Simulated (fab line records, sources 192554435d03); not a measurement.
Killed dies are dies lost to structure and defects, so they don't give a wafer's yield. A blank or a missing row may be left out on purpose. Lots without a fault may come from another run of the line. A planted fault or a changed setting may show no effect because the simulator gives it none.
Chamber matching | flow n5_finfet | N5_BEOL_M1_ETCH_69 on rie_diel-03: 4 sister chambers
The step etches SiARC in CF4, target depth 15.6 nm, time 26 s. 16 wafers are shown with their chamber, then 8 later ones without.

WAFERS WITH THEIR CHAMBER
wafer  | chamber | drypump_motor_current_A (A) | throttle_valve_pct (%) | showerhead_plenum_p_Torr (Torr)
L081.3 | 1       | 5.6                         | 16.0                   | 2.07
L081.4 | 2       | 6.6                         | 15.3                   | 2.19
L081.6 | 1       | 5.7                         | 16.0                   | 2.07
L083.2 | 1       | 5.7                         | 16.0                   | 2.07
L083.5 | 2       | 6.6                         | 15.3                   | 2.19
L083.6 | 3       | 5.7                         | 15.9                   | 2.21
L088.2 | 3       | 5.7                         | 15.9                   | 2.20
L088.5 | 1       | 5.7                         | 16.0                   | 2.06
L088.6 | 0       | 6.2                         | 15.0                   | 2.08
L087.1 | 0       | 6.2                         | 15.0                   | 2.08
L087.2 | 1       | 5.7                         | 16.0                   | 2.06
L087.4 | 2       | 6.6                         | 15.4                   | 2.18
L089.1 | 3       | 5.7                         | 15.9                   | 2.20
L089.4 | 2       | 6.6                         | 15.4                   | 2.18
L089.6 | 3       | 5.7                         | 15.9                   | 2.20
L094.1 | 1       | 5.7                         | 16.0                   | 2.06

SIGNATURES (means of the wafers above)
reading                  | chamber 0 | chamber 1 | chamber 2 | chamber 3 | scatter within a chamber
drypump_motor_current_A  | 6.200     | 5.683     | 6.600     | 5.700     | 0.0264
throttle_valve_pct       | 15.000    | 16.000    | 15.350    | 15.900    | 0.0289
showerhead_plenum_p_Torr | 2.0800    | 2.0650    | 2.1850    | 2.2025    | 0.0052
Rule: a wafer's distance from a chamber is the root of the sum, over the readings, of the square of ((its reading less the chamber's mean) divided by the reading's scatter). The wafer belongs to the nearest chamber; if the next one is less than 2 further off, it can't be placed. The scatter: the root of (the sum of the squares of (reading less its chamber's mean) over the shown wafers, divided by (wafers less chambers)).

WAFERS WITHOUT THEIR CHAMBER
wafer  | drypump_motor_current_A (A) | throttle_valve_pct (%) | showerhead_plenum_p_Torr (Torr)
L094.2 | 6.6                         | 15.4                   | 2.18
L094.3 | 6.2                         | 15.0                   | 2.08
L094.4 | 5.7                         | 15.9                   | 2.20
L094.5 | 5.7                         | 16.0                   | 2.06
L094.6 | 6.2                         | 15.0                   | 2.08
L097.3 | 6.6                         | 15.4                   | 2.18
L097.5 | 5.7                         | 15.9                   | 2.20
L097.6 | 6.6                         | 15.4                   | 2.18

WHICH CHAMBER EACH WENT THROUGH
wafer  | from the rows above | in truth
L094.2 | 2                   | 2
L094.3 | 0                   | 0
L094.4 | 3                   | 3
L094.5 | 1                   | 1
L094.6 | 0                   | 0
L097.3 | 2                   | 2
L097.5 | 3                   | 3
L097.6 | 2                   | 2
Placed correctly: 8 of 8. Can't be placed from these rows: 0. Placed wrongly: 0.
